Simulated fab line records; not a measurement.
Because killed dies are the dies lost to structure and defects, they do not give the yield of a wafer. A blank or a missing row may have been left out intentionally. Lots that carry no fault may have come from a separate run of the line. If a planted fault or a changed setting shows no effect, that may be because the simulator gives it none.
fab line records + flow nand-harc + part 1 of 2: steps 1 to 4 of 6
record
- lots=24
- wafers=72
- last-day=33
route steps=1302 shown A_STAIRCASE@737
lots that met no fault: taken from a fault-free run of the same line
start-h: start of the lot's first displayed wafer, in hours after the record's first day + wait-h: time in hours since the lot's previous step + " repeats the value in the row above + L1.1+2: several wafers, shown together as one row + - either no value or no given start + * or withheld: withheld + < > ~ a bound
route shown NAME@n: NAME is a module with steps in the file, n the number in the route of the first one + usual: the fault-free wafers' mean and standard deviation + same: alike in all rows + chamber/n: place in a boat + sites: readings site by site + _std_site: standard deviation across them + _edge_site: inner sites' mean taken away from outer sites' mean + radius-mm: for every site, how far away it sits from the centre of the wafer + mask NAME#n: copy n + behind: the last tool/chamber to shape the wafer + hold: reason for holding the lot/hours on hold/outcome of the hold + device: the transistor (n, p or np) that didn't switch + end of line: the same wafers' tests at the end of the route + a step given without rows: its recipe and nothing more + killed: not the wafer's yield, but the dies lost to structure and defects at the first sort + map: shows each die of a wafer: x if killed, . if not, _ if none is there
set.NAME: setting as actually run; set.NAME@STEP: the setting as run at that earlier step + model.NAME: the simulator's own value behind a step, which no gauge read
a sample of lots followed through the steps of the route, with each step as a table and each wafer as a row
services: the hour from which a tool's chamber was out of use, counted from the record's first day as start-h (under 0 if before that day), plus the number of hours and why
## steps
# step NHARC_A_STAIRCASE_ETCH_223
# recipe
- target-depth-a=1000
- time-s=40.5
- ion-energy-ev=400
- c4f8-flow-sccm=20
- o2-flow-sccm=10
- ar-flow-sccm=withheld
- rf-w=600
- bias-w=1000
- chemistry=C4F8/O2
# usual
- bias-w=999.6/2.6
- oes-product-au=0.940/0.011
- rf-fwd-power-W=593.1/2.5
- rf-vpp-V=894/4.6
# same
- time-s=40.5
| lot.wafer | tool        | chamber | start-h | wait-h | bias-w | oes-product-au | rf-fwd-power-W | rf-hours-counter-h | rf-vpp-V |
|-----------|-------------|---------|---------|--------|--------|----------------|----------------|--------------------|----------|
| L074.3    | rie-diel-13 | 1       | -       | -      | 997.4  | 0.928          | 595.3          | 1                  | 893      |
| L074.4    | "           | 1       | "       | "      | 999.0  | 0.932          | 594.1          | -                  | 894      |
| L074.6    | "           | 0       | "       | "      | 1003.7 | 0.941          | 597.4          | -                  | 898      |
| L075.2    | rie-diel-13 | 1       | -       | -      | 996.4  | 0.929          | 589.9          | 2                  | 893      |
| L075.4    | "           | 2       | "       | "      | 1005.2 | 0.948          | 591.2          | -                  | 899      |
| L075.5    | "           | 1       | "       | "      | 995.1  | 0.918          | 592.3          | -                  | 892      |
| L076.1    | rie-diel-11 | 2       | -       | -      | 998.1  | 0.937          | 594.6          | 48                 | 893      |
| L076.5    | "           | 0       | "       | "      | 1003.5 | 0.929          | 593.8          | -                  | 887      |
| L076.4    | "           | 2       | "       | "      | 1006.5 | 0.932          | 593.6          | -                  | 894      |
| L078.3    | rie-diel-11 | 0       | -       | -      | 1003.7 | 0.936          | 594.4          | 46                 | 885      |
| L078.1    | "           | 2       | "       | "      | 1000.9 | 0.940          | 590.4          | 53                 | 893      |
| L078.4    | "           | 3       | "       | "      | 995.6  | 0.945          | 590.2          | -                  | 892      |
| L077.3    | rie-diel-03 | 0       | -       | -      | 1001.2 | 0.950          | 594.8          | 41                 | 891      |
| L077.6    | "           | 2       | "       | "      | 998.8  | 0.924          | 591.2          | -                  | 897      |
| L077.5    | "           | 3       | "       | "      | 1002.8 | 0.931          | 595.0          | -                  | 890      |
| L079.1    | rie-diel-03 | 0       | -       | -      | 995.7  | 0.967          | 595.1          | 41                 | 891      |
| L079.5    | "           | 1       | "       | "      | 997.9  | 0.955          | 594.6          | -                  | 891      |
| L079.6    | "           | 2       | "       | "      | 997.4  | 0.937          | 590.6          | -                  | 900      |
| L081.1    | rie-diel-13 | 0       | -       | -      | 998.6  | 0.945          | 594.8          | 22                 | 898      |
| L081.6    | "           | 3       | "       | "      | 996.5  | 0.938          | 590.5          | -                  | 896      |
| L081.4    | "           | 0       | "       | "      | 992.8  | 0.933          | 594.2          | -                  | 897      |
| L082.3    | rie-diel-13 | 3       | -       | -      | 1003.9 | 0.958          | 590.2          | 18                 | 897      |
| L082.4    | "           | 0       | "       | "      | 994.5  | 0.951          | 595.2          | 26                 | 897      |
| L082.1    | "           | 2       | "       | "      | 998.9  | 0.954          | 594.6          | 18                 | 900      |
| L080.3    | rie-diel-03 | 0       | -       | -      | 998.7  | 0.944          | 595.9          | 56                 | 891      |
| L080.2    | "           | 1       | "       | "      | 1001.9 | 0.931          | 593.9          | 62                 | 889      |
| L080.6    | "           | 1       | "       | "      | 1000.2 | 0.929          | 593.5          | -                  | 890      |
| L083.2    | rie-diel-03 | 3       | -       | -      | 1003.2 | 0.924          | 596.5          | 55                 | 889      |
| L083.5    | "           | 0       | "       | "      | 997.4  | 0.945          | 592.6          | -                  | 892      |
| L083.6    | "           | 1       | "       | "      | 997.7  | 0.939          | 587.8          | -                  | 889      |
| L085.4    | rie-diel-11 | 2       | -       | -      | 1000.9 | 0.923          | 591.1          | 11                 | 893      |
| L085.1    | "           | 3       | "       | "      | 1000.7 | 0.939          | 590.2          | 11                 | 891      |
| L085.3    | "           | 0       | "       | "      | 1000.9 | 0.929          | 593.6          | 10                 | 906      |
| L084.1    | rie-diel-03 | 1       | -       | -      | 997.5  | 0.940          | 592.6          | 4                  | 891      |
| L084.4    | "           | 0       | "       | "      | 997.9  | 0.943          | 593.8          | 4                  | 890      |
| L084.6    | "           | 2       | "       | "      | 996.7  | 0.946          | 591.7          | -                  | 898      |
| L086.2    | rie-diel-11 | 2       | -       | -      | 999.9  | 0.943          | 590.7          | 15                 | 893      |
| L086.5    | "           | 1       | "       | "      | 1002.1 | 0.928          | 596.4          | -                  | 902      |
| L086.6    | "           | 2       | "       | "      | 998.4  | 0.943          | 591.5          | -                  | 894      |
| L087.2    | rie-diel-03 | 0       | -       | -      | 1002.1 | 0.944          | 594.1          | 6                  | 892      |
| L087.3    | "           | 3       | "       | "      | 999.9  | 0.937          | 595.4          | 7                  | 888      |
| L087.6    | "           | 1       | "       | "      | 1001.5 | 0.961          | 592.8          | -                  | 889      |
| L088.2    | rie-diel-13 | 0       | -       | -      | 1000.3 | 0.954          | 598.5          | 49                 | 896      |
| L088.1    | "           | 1       | "       | "      | 1002.0 | 0.935          | 594.4          | 51                 | 892      |
| L088.4    | "           | 2       | "       | "      | 1001.9 | 0.936          | 594.6          | 43                 | 899      |
| L091.3    | rie-diel-11 | 3       | -       | -      | 1000.4 | 0.935          | 591.1          | 28                 | 889      |
| L091.4    | "           | 1       | "       | "      | 1001.2 | 0.930          | 596.4          | 26                 | 903      |
| L091.6    | "           | 2       | "       | "      | 992.2  | 0.947          | 589.3          | -                  | 893      |
| L089.4    | rie-diel-03 | 0       | -       | -      | 998.8  | 0.938          | 595.1          | 22                 | 891      |
| L089.3    | "           | 1       | "       | "      | 1001.1 | 0.948          | 591.8          | 19                 | 889      |
| L089.6    | "           | 0       | "       | "      | 1001.1 | 0.932          | 592.0          | -                  | 890      |
| L090.3    | rie-diel-11 | 0       | -       | -      | 999.8  | 0.936          | 595.3          | 28                 | 906      |
| L090.1    | "           | 3       | "       | "      | 995.2  | 0.926          | 593.2          | 30                 | 888      |
| L090.5    | "           | 1       | "       | "      | 996.8  | 0.942          | 597.1          | -                  | 902      |
| L092.4    | rie-diel-13 | 2       | -       | -      | 997.3  | 0.970          | 593.6          | 3                  | 899      |
| L092.1    | "           | 0       | "       | "      | 998.6  | 0.951          | 595.3          | 2                  | 897      |
| L092.5    | "           | 2       | "       | "      | 1003.2 | 0.955          | 593.2          | -                  | 898      |
| L093.4    | rie-diel-03 | 0       | -       | -      | 1002.2 | 0.944          | 592.5          | 32                 | 890      |
| L093.6    | "           | 1       | "       | "      | 998.8  | 0.941          | 591.7          | -                  | 890      |
| L093.5    | "           | 2       | "       | "      | 1000.6 | 0.944          | 593.5          | -                  | 899      |
| L095.1    | rie-diel-13 | 2       | -       | -      | 1001.9 | 0.954          | 590.7          | 10                 | 898      |
| L095.4    | "           | 3       | "       | "      | 1000.2 | 0.947          | 592.1          | 9                  | 896      |
| L095.6    | "           | 2       | "       | "      | 998.5  | 0.958          | 593.7          | -                  | 898      |
| L094.2    | rie-diel-03 | 1       | -       | -      | 999.8  | 0.945          | 591.8          | 31                 | 889      |
| L094.3    | "           | 3       | "       | "      | 996.4  | 0.949          | 591.4          | 36                 | 888      |
| L094.4    | "           | 0       | "       | "      | 1004.4 | 0.945          | 594.6          | 37                 | 890      |
| L096.4    | rie-diel-13 | 2       | -       | -      | 995.8  | 0.936          | 593.7          | 16                 | 897      |
| L096.6    | "           | 2       | "       | "      | 999.3  | 0.926          | 592.3          | -                  | 899      |
| L096.5    | "           | 3       | "       | "      | 999.5  | 0.914          | 592.8          | -                  | 895      |
| L097.2    | rie-diel-13 | 0       | -       | -      | 1000.2 | 0.942          | 600.3          | 17                 | 894      |
| L097.4    | "           | 2       | "       | "      | 1000.5 | 0.929          | 593.7          | 18                 | 898      |
| L097.6    | "           | 0       | "       | "      | 999.8  | 0.947          | 596.8          | -                  | 897      |
# step NHARC_A_STAIRCASE_STRIP_238
# recipe
- power-w=1500
- temp-c=250
- chemistry=O2
# usual
- drypump-motor-current-A=5.4/0.42
- heater-power-w=316/19
- rf-refl-power-W=28/9.1
| lot.wafer | tool            | chamber | start-h | wait-h | drypump-motor-current-A | heater-power-w | rf-hours-counter-h | rf-refl-power-W |
|-----------|-----------------|---------|---------|--------|-------------------------|----------------|--------------------|-----------------|
| L074.3    | plasma-asher-01 | 0       | 361.32  | 0.2    | 5.4                     | 295            | -                  | 20              |
| L074.4    | "               | 1       | "       | "      | 5.3                     | 328            | -                  | 27              |
| L074.6    | "               | 0       | "       | "      | 5.4                     | 293            | -                  | 20              |
| L075.2    | plasma-asher-01 | 0       | 362.01  | 0.1    | 5.4                     | 299            | 1                  | -               |
| L075.4    | "               | 0       | "       | "      | 5.3                     | 287            | -                  | -               |
| L075.5    | "               | 0       | "       | "      | 5.4                     | 289            | -                  | -               |
| L076.1    | plasma-asher-01 | 1       | 393.07  | 0.1    | 5.3                     | 330            | 7                  | 26              |
| L076.4    | "               | 0       | "       | "      | 5.3                     | 298            | -                  | 19              |
| L076.5    | "               | 0       | "       | "      | 5.3                     | 285            | -                  | 20              |
| L078.1    | plasma-asher-02 | 1       | 403.09  | 0.1    | 6.0                     | 343            | 30                 | 28              |
| L078.3    | "               | 0       | "       | "      | 4.8                     | 303            | -                  | 45              |
| L078.4    | "               | 1       | "       | "      | 6.0                     | 345            | -                  | 28              |
| L077.3    | plasma-asher-02 | 0       | 406.04  | 0.2    | 4.9                     | 312            | -                  | -               |
| L077.5    | "               | 0       | "       | "      | 4.8                     | 311            | -                  | -               |
| L077.6    | "               | 1       | "       | "      | 6.0                     | 338            | -                  | -               |
| L079.1    | plasma-asher-02 | 0       | 407.35  | 0.1    | 4.8                     | 319            | 31                 | -               |
| L079.5    | "               | 0       | "       | "      | 4.9                     | 308            | -                  | -               |
| L079.6    | "               | 1       | "       | "      | 6.0                     | 335            | -                  | -               |
| L081.1    | plasma-asher-01 | 1       | 428.30  | 0.1    | 5.3                     | 327            | 15                 | 26              |
| L081.4    | "               | 0       | "       | "      | 5.4                     | 291            | -                  | 19              |
| L081.6    | "               | 1       | "       | "      | 5.3                     | 331            | -                  | 26              |
| L082.1    | plasma-asher-01 | 1       | 441.55  | 0.1    | 5.3                     | 327            | 22                 | 25              |
| L082.4    | "               | 1       | "       | "      | 5.3                     | 327            | -                  | 24              |
| L082.3    | "               | 0       | "       | "      | 5.3                     | 292            | -                  | 21              |
| L080.2    | plasma-asher-01 | 1       | 442.58  | 0.1    | 5.3                     | 332            | 23                 | -               |
| L080.3    | "               | 1       | "       | "      | 5.3                     | 329            | -                  | -               |
| L080.6    | "               | 0       | "       | "      | 5.3                     | 298            | -                  | -               |
| L083.2    | plasma-asher-01 | 1       | 452.99  | 0.1    | 5.3                     | 325            | 26                 | 25              |
| L083.6    | "               | 1       | "       | "      | 5.3                     | 322            | -                  | 24              |
| L083.5    | "               | 0       | "       | "      | 5.3                     | 286            | -                  | 20              |
| L085.1    | plasma-asher-02 | 0       | 469.94  | 0.1    | 4.8                     | 306            | 3                  | 45              |
| L085.3    | "               | 1       | "       | "      | 6.0                     | 335            | -                  | 28              |
| L085.4    | "               | 0       | "       | "      | 4.9                     | 308            | -                  | 44              |
| L084.1    | plasma-asher-01 | 0       | 481.86  | 0.1    | 5.3                     | 295            | 32                 | 20              |
| L084.4    | "               | 0       | "       | "      | 5.3                     | 295            | -                  | 20              |
| L084.6    | "               | 0       | "       | "      | 5.3                     | 295            | -                  | 21              |
| L086.2    | plasma-asher-02 | 1       | 485.91  | 0.1    | 6.0                     | 333            | 6                  | 27              |
| L086.6    | "               | 0       | "       | "      | 4.9                     | 312            | -                  | 46              |
| L086.5    | "               | 1       | "       | "      | 6.0                     | 335            | -                  | 28              |
| L087.2    | plasma-asher-02 | 1       | 493.46  | 0.1    | 6.0                     | 338            | 8                  | 28              |
| L087.3    | "               | 0       | "       | "      | 4.9                     | 306            | -                  | 45              |
| L087.6    | "               | 0       | "       | "      | 4.8                     | 315            | -                  | 46              |
| L088.2    | plasma-asher-02 | 1       | 518.31  | 0.2    | 6.0                     | 333            | 13                 | 27              |
| L088.1    | "               | 0       | "       | "      | 4.8                     | 307            | 13                 | 46              |
| L088.4    | "               | 0       | "       | "      | 4.9                     | 305            | -                  | 47              |
| L091.3    | plasma-asher-02 | 0       | 522.32  | 0.7    | 4.8                     | 314            | -                  | -               |
| L091.4    | "               | 1       | "       | "      | 6.0                     | 333            | -                  | -               |
| L091.6    | "               | 1       | "       | "      | 6.0                     | 331            | -                  | -               |
| L089.3    | plasma-asher-02 | 0       | 525.09  | 0.2    | 4.9                     | 301            | -                  | -               |
| L089.4    | "               | 1       | "       | "      | 6.0                     | 339            | -                  | -               |
| L089.6    | "               | 0       | "       | "      | 4.8                     | 309            | -                  | -               |
| L090.1    | plasma-asher-02 | 0       | 526.53  | 0.1    | 4.8                     | 306            | 17                 | 45              |
| L090.3    | "               | 1       | "       | "      | 6.0                     | 337            | -                  | 27              |
| L090.5    | "               | 1       | "       | "      | 6.0                     | 342            | -                  | 27              |
| L092.1    | plasma-asher-01 | 0       | 539.99  | 0.1    | 5.3                     | 295            | 2                  | 21              |
| L092.4    | "               | 0       | "       | "      | 5.3                     | 288            | -                  | 20              |
| L092.5    | "               | 0       | "       | "      | 5.3                     | 292            | -                  | 21              |
| L093.4    | plasma-asher-02 | 0       | 560.04  | 0.2    | 4.8                     | 313            | -                  | -               |
| L093.5    | "               | 0       | "       | "      | 4.9                     | 306            | -                  | -               |
| L093.6    | "               | 1       | "       | "      | 6.0                     | 334            | -                  | -               |
| L095.1    | plasma-asher-02 | 1       | 568.79  | 0.1    | 6.1                     | 334            | 25                 | 28              |
| L095.4    | "               | 1       | "       | "      | 6.1                     | 336            | -                  | 28              |
| L095.6    | "               | 1       | "       | "      | 6.0                     | 338            | -                  | 27              |
| L094.2    | plasma-asher-01 | 0       | 569.10  | 0.1    | 5.3                     | 286            | 8                  | 19              |
| L094.3    | "               | 1       | "       | "      | 5.3                     | 325            | -                  | 23              |
| L094.4    | "               | 0       | "       | "      | 5.3                     | 283            | -                  | 20              |
| L096.4    | plasma-asher-01 | 0       | 587.77  | 0.2    | 5.3                     | 285            | -                  | 20              |
| L096.6    | "               | 0       | "       | "      | 5.3                     | 288            | -                  | 19              |
| L096.5    | "               | 1       | "       | "      | 5.3                     | 334            | -                  | 25              |
| L097.2    | plasma-asher-01 | 1       | 592.57  | 0.1    | 5.3                     | 328            | 13                 | 25              |
| L097.4    | "               | 1       | "       | "      | 5.3                     | 326            | -                  | 26              |
| L097.6    | "               | 0       | "       | "      | 5.3                     | 290            | -                  | 20              |
# step NHARC_A_STAIRCASE_ETCH_253
# recipe
- target-depth-a=500
- time-s=20.2
- ion-energy-ev=400
- c4f8-flow-sccm=20
- o2-flow-sccm=10
- ar-flow-sccm=withheld
- rf-w=600
- bias-w=1000
- chemistry=C4F8/O2
# usual
- bias-w=1000.3/2.9
- oes-product-au=0.949/0.021
- rf-fwd-power-W=590/3.7
- rf-vpp-V=895/5.3
# same
- time-s=20.2
| lot.wafer | tool        | chamber | start-h | wait-h | bias-w | oes-product-au | rf-fwd-power-W | rf-hours-counter-h | rf-vpp-V |
|-----------|-------------|---------|---------|--------|--------|----------------|----------------|--------------------|----------|
| L074.4    | rie-diel-03 | 0       | 362.84  | 0.1    | 1001.7 | 0.971          | 594            | 29                 | 893      |
| L074.3    | "           | 3       | "       | "      | 995.9  | 0.956          | 591            | 26                 | 891      |
| L074.6    | "           | 1       | "       | "      | 999.7  | 0.968          | 586            | -                  | 890      |
| L075.2    | rie-diel-03 | 1       | 363.48  | 0.1    | 997.8  | 0.973          | 590            | 32                 | 890      |
| L075.4    | "           | 2       | "       | "      | 1002.5 | 0.949          | 584            | 29                 | 899      |
| L075.5    | "           | 1       | "       | "      | 999.9  | 0.969          | 590            | -                  | 890      |
| L076.1    | rie-diel-13 | 1       | 394.59  | 0.1    | 1005.2 | 0.951          | 587            | 12                 | 894      |
| L076.4    | "           | 0       | "       | "      | 1000.0 | 0.949          | 591            | 12                 | 896      |
| L076.5    | "           | 1       | "       | "      | 1002.3 | 0.962          | 587            | -                  | 892      |
| L078.1    | rie-diel-11 | 2       | 404.65  | 0.1    | 997.3  | 0.955          | 584            | 54                 | 893      |
| L078.3    | "           | 3       | "       | "      | 1000.8 | 0.977          | 588            | 50                 | 892      |
| L078.4    | "           | 1       | "       | "      | 1001.7 | 0.975          | 597            | 41                 | 903      |
| L077.3    | rie-diel-13 | 3       | 407.42  | 0.1    | 1001.6 | 0.927          | 586            | 9                  | 897      |
| L077.6    | "           | 1       | "       | "      | 1006.2 | 0.930          | 588            | -                  | 893      |
| L077.5    | "           | 2       | "       | "      | 1005.8 | 0.918          | 592            | -                  | 900      |
| L079.1    | rie-diel-13 | 1       | 408.94  | 0.1    | 999.9  | 0.963          | 585            | 16                 | 893      |
| L079.6    | "           | 1       | "       | "      | 1002.9 | 0.959          | 584            | -                  | 892      |
| L079.5    | "           | 2       | "       | "      | 997.6  | 0.974          | 591            | -                  | 899      |
| L081.1    | rie-diel-13 | 0       | 430.01  | 0.1    | 999.6  | 0.975          | 592            | 24                 | 898      |
| L081.4    | "           | 1       | "       | "      | 999.2  | 0.949          | 590            | -                  | 891      |
| L081.6    | "           | 3       | "       | "      | 998.7  | 0.978          | 588            | -                  | 897      |
| L082.3    | rie-diel-13 | 2       | 443.16  | 0.1    | 996.6  | 0.987          | 595            | 20                 | 900      |
| L082.4    | "           | 3       | "       | "      | 1001.1 | 0.970          | 588            | 19                 | 898      |
| L082.1    | "           | 0       | "       | "      | 1002.4 | 0.969          | 594            | 27                 | 895      |
| L080.2    | rie-diel-03 | 0       | 444.05  | 0.1    | 1001.5 | 0.928          | 592            | 58                 | 893      |
| L080.3    | "           | 3       | "       | "      | 1000.5 | 0.896          | 594            | 52                 | 888      |
| L080.6    | "           | 1       | "       | "      | 997.2  | 0.919          | 588            | -                  | 889      |
| L083.2    | rie-diel-11 | 1       | 454.59  | 0.1    | 1001.2 | 0.970          | 594            | 3                  | 904      |
| L083.5    | "           | 0       | "       | "      | 1001.7 | 0.973          | 593            | -                  | 905      |
| L083.6    | "           | 1       | "       | "      | 1000.8 | 0.972          | 591            | -                  | 902      |
| L085.3    | rie-diel-11 | 2       | 471.37  | 0.1    | 998.0  | 0.955          | 586            | 11                 | 892      |
| L085.1    | "           | 3       | "       | "      | 1000.0 | 0.970          | 586            | 11                 | 890      |
| L085.4    | "           | 1       | "       | "      | 1000.6 | 0.946          | 592            | 11                 | 902      |
| L084.1    | rie-diel-03 | 1       | 483.31  | 0.1    | 999.2  | 0.969          | 588            | 5                  | 889      |
| L084.6    | "           | 2       | "       | "      | 998.3  | 0.970          | 587            | -                  | 897      |
| L084.4    | "           | 3       | "       | "      | 1000.8 | 0.955          | 591            | -                  | 888      |
| L086.2    | rie-diel-13 | 2       | 487.35  | 0.1    | 996.7  | 0.948          | 592            | 37                 | 898      |
| L086.5    | "           | 2       | "       | "      | 999.6  | 0.964          | 594            | -                  | 898      |
| L086.6    | "           | 1       | "       | "      | 1001.0 | 0.941          | 586            | -                  | 893      |
| L087.3    | rie-diel-13 | 1       | 495.08  | 0.1    | 997.7  | 0.941          | 586            | 44                 | 892      |
| L087.2    | "           | 2       | "       | "      | 996.9  | 0.949          | 587            | 38                 | 897      |
| L087.6    | "           | 2       | "       | "      | 995.2  | 0.963          | 591            | -                  | 898      |
| L088.4    | rie-diel-11 | 3       | 519.84  | 0.1    | 1004.0 | 0.928          | 585            | 28                 | 889      |
| L088.1    | "           | 0       | "       | "      | 1004.0 | 0.906          | 593            | 27                 | 905      |
| L088.2    | "           | 2       | "       | "      | 996.8  | 0.918          | 584            | 28                 | 893      |
| L091.4    | rie-diel-11 | 2       | 523.83  | 0.1    | 999.8  | 0.962          | 585            | 29                 | 893      |
| L091.3    | "           | 0       | "       | "      | 1004.3 | 0.969          | 590            | 28                 | 905      |
| L091.6    | "           | 1       | "       | "      | 1003.4 | 0.952          | 593            | -                  | 902      |
| L089.4    | rie-diel-11 | 2       | 526.62  | 0.1    | 1002.3 | 0.922          | 585            | 30                 | 893      |
| L089.3    | "           | 3       | "       | "      | 1006.1 | 0.910          | 587            | 30                 | 890      |
| L089.6    | "           | 1       | "       | "      | 997.9  | 0.911          | 594            | -                  | 903      |
| L090.1    | rie-diel-11 | 0       | 528.01  | 0.1    | 998.8  | 0.940          | 589            | 29                 | 904      |
| L090.3    | "           | 1       | "       | "      | 996.4  | 0.935          | 594            | 28                 | 903      |
| L090.5    | "           | 0       | "       | "      | 1000.6 | 0.934          | 590            | -                  | 906      |
| L092.4    | rie-diel-03 | 3       | 541.57  | 0.1    | 999.6  | 0.918          | 594            | 28                 | 887      |
| L092.1    | "           | 1       | "       | "      | 997.5  | 0.922          | 589            | 24                 | 889      |
| L092.5    | "           | 0       | "       | "      | 1001.0 | 0.919          | 596            | -                  | 892      |
| L093.4    | rie-diel-11 | 1       | 562.90  | 0.2    | 995.8  | 0.921          | 595            | 42                 | 903      |
| L093.5    | "           | 0       | "       | "      | 995.3  | 0.932          | 593            | -                  | 905      |
| L093.6    | "           | 1       | "       | "      | 998.8  | 0.921          | 593            | -                  | 903      |
| L095.4    | rie-diel-11 | 3       | 570.36  | 0.1    | 999.7  | 0.926          | 587            | 43                 | 887      |
| L095.1    | "           | 0       | "       | "      | 998.9  | 0.920          | 596            | 45                 | 905      |
| L095.6    | "           | 2       | "       | "      | 1005.9 | 0.915          | 587            | -                  | 893      |
| L094.3    | rie-diel-13 | 1       | 570.65  | 0.1    | 996.9  | 0.961          | 591            | 13                 | 891      |
| L094.4    | "           | 2       | "       | "      | 1002.9 | 0.974          | 587            | 11                 | 900      |
| L094.2    | "           | 0       | "       | "      | 1002.0 | 0.979          | 591            | 11                 | 896      |
| L096.4    | rie-diel-13 | 0       | 589.28  | 0.1    | 1001.6 | 0.977          | 594            | 17                 | 896      |
| L096.5    | "           | 2       | "       | "      | 994.0  | 0.960          | 593            | -                  | 898      |
| L096.6    | "           | 3       | "       | "      | 994.5  | 0.958          | 586            | -                  | 896      |
| L097.2    | rie-diel-03 | 2       | 594.06  | 0.1    | 998.2  | 0.943          | 586            | 42                 | 898      |
| L097.4    | "           | 2       | "       | "      | 999.7  | 0.956          | 586            | -                  | 898      |
| L097.6    | "           | 1       | "       | "      | 1001.0 | 0.971          | 586            | -                  | 888      |
# step NHARC_A_STAIRCASE_HM_DEP_456
# recipe
- target-thk-a=31000
- temp-c=400
- material=aC
# usual
- throttle-valve-pct=35.000/0.0086
| lot.wafer | tool       | chamber | start-h | wait-h | throttle-valve-pct |
|-----------|------------|---------|---------|--------|--------------------|
| L074.3    | acl-dep-03 | 0       | 365.08  | -      | 35.017             |
| L074.4    | "          | 0       | "       | "      | 35.001             |
| L074.6    | "          | 0       | "       | "      | 34.978             |
| L075.2    | acl-dep-03 | 0       | 366.61  | -      | 34.998             |
| L075.4    | "          | 0       | "       | "      | 34.980             |
| L075.5    | "          | 0       | "       | "      | 34.987             |
| L076.1    | acl-dep-03 | 0       | 395.68  | -      | 35.012             |
| L076.4    | "          | 0       | "       | "      | 34.995             |
| L076.5    | "          | 0       | "       | "      | 34.984             |
| L078.1    | acl-dep-03 | 0       | 407.89  | -      | 35.002             |
| L078.3    | "          | 0       | "       | "      | 34.998             |
| L078.4    | "          | 0       | "       | "      | 35.005             |
| L077.3    | acl-dep-03 | 0       | 410.33  | -      | 35.002             |
| L077.5    | "          | 0       | "       | "      | 34.997             |
| L077.6    | "          | 0       | "       | "      | 35.002             |
| L079.1    | acl-dep-03 | 0       | 411.57  | -      | 35.009             |
| L079.5    | "          | 0       | 412.81  | -      | 34.988             |
| L079.6    | "          | 0       | "       | "      | 34.998             |
| L081.1    | acl-dep-03 | 0       | 435.32  | -      | 34.997             |
| L081.4    | "          | 0       | "       | "      | 35.006             |
| L081.6    | "          | 0       | "       | "      | 34.995             |
| L082.1    | acl-dep-02 | 0       | 444.45  | -      | 34.979             |
| L082.3    | "          | 0       | "       | "      | 35.007             |
| L082.4    | "          | 0       | "       | "      | 34.997             |
| L080.2    | acl-dep-02 | 0       | 446.59  | -      | 35.005             |
| L080.3    | "          | 0       | "       | "      | 34.981             |
| L080.6    | "          | 0       | "       | "      | 35.020             |
| L083.2    | acl-dep-03 | 0       | 456.13  | -      | 34.998             |
| L083.5    | "          | 0       | "       | "      | 34.995             |
| L083.6    | "          | 0       | "       | "      | 34.999             |
| L085.1    | acl-dep-03 | 0       | 473.05  | -      | 35.002             |
| L085.3    | "          | 0       | "       | "      | 35.003             |
| L085.4    | "          | 0       | "       | "      | 35.012             |
| L084.1    | acl-dep-02 | 0       | 492.44  | -      | 35.004             |
| L084.4    | "          | 0       | "       | "      | 35.003             |
| L084.6    | "          | 0       | "       | "      | 34.992             |
| L086.2    | acl-dep-03 | 0       | 495.28  | -      | 35.006             |
| L086.5    | "          | 0       | "       | "      | 34.996             |
| L086.6    | "          | 0       | "       | "      | 35.009             |
| L087.2    | acl-dep-01 | 0       | 498.31  | -      | 35.014             |
| L087.3    | "          | 0       | "       | "      | 35.012             |
| L087.6    | "          | 0       | "       | "      | 34.980             |
| L088.1    | acl-dep-01 | 0       | 521.52  | -      | 35.000             |
| L088.2    | "          | 0       | "       | "      | 35.009             |
| L088.4    | "          | 0       | "       | "      | 34.992             |
| L091.3    | acl-dep-02 | 0       | 525.33  | -      | 34.995             |
| L091.4    | "          | 0       | "       | "      | 35.010             |
| L091.6    | "          | 0       | "       | "      | 34.997             |
| L089.3    | acl-dep-03 | 0       | 530.05  | -      | 34.985             |
| L089.4    | "          | 0       | "       | "      | 35.002             |
| L089.6    | "          | 0       | "       | "      | 35.002             |
| L090.1    | acl-dep-03 | 0       | 531.28  | -      | 35.002             |
| L090.3    | "          | 0       | "       | "      | 35.002             |
| L090.5    | "          | 0       | "       | "      | 35.008             |
| L092.1    | acl-dep-02 | 0       | 542.46  | -      | 34.988             |
| L092.4    | "          | 0       | "       | "      | 34.998             |
| L092.5    | "          | 0       | "       | "      | 34.994             |
| L093.4    | acl-dep-01 | 0       | 566.20  | -      | 34.999             |
| L093.5    | "          | 0       | "       | "      | 35.007             |
| L093.6    | "          | 0       | "       | "      | 35.002             |
| L095.1    | acl-dep-01 | 0       | 572.94  | -      | 35.009             |
| L095.4    | "          | 0       | "       | "      | 35.006             |
| L095.6    | "          | 0       | "       | "      | 35.004             |
| L094.2    | acl-dep-03 | 0       | 573.48  | -      | 35.004             |
| L094.3    | "          | 0       | "       | "      | 34.994             |
| L094.4    | "          | 0       | "       | "      | 34.994             |
| L096.4    | acl-dep-01 | 0       | 591.49  | -      | 34.996             |
| L096.5    | "          | 0       | "       | "      | 35.002             |
| L096.6    | "          | 0       | "       | "      | 34.990             |
| L097.2    | acl-dep-02 | 0       | 595.27  | -      | 34.993             |
| L097.4    | "          | 0       | "       | "      | 35.011             |
| L097.6    | "          | 0       | "       | "      | 35.007             |
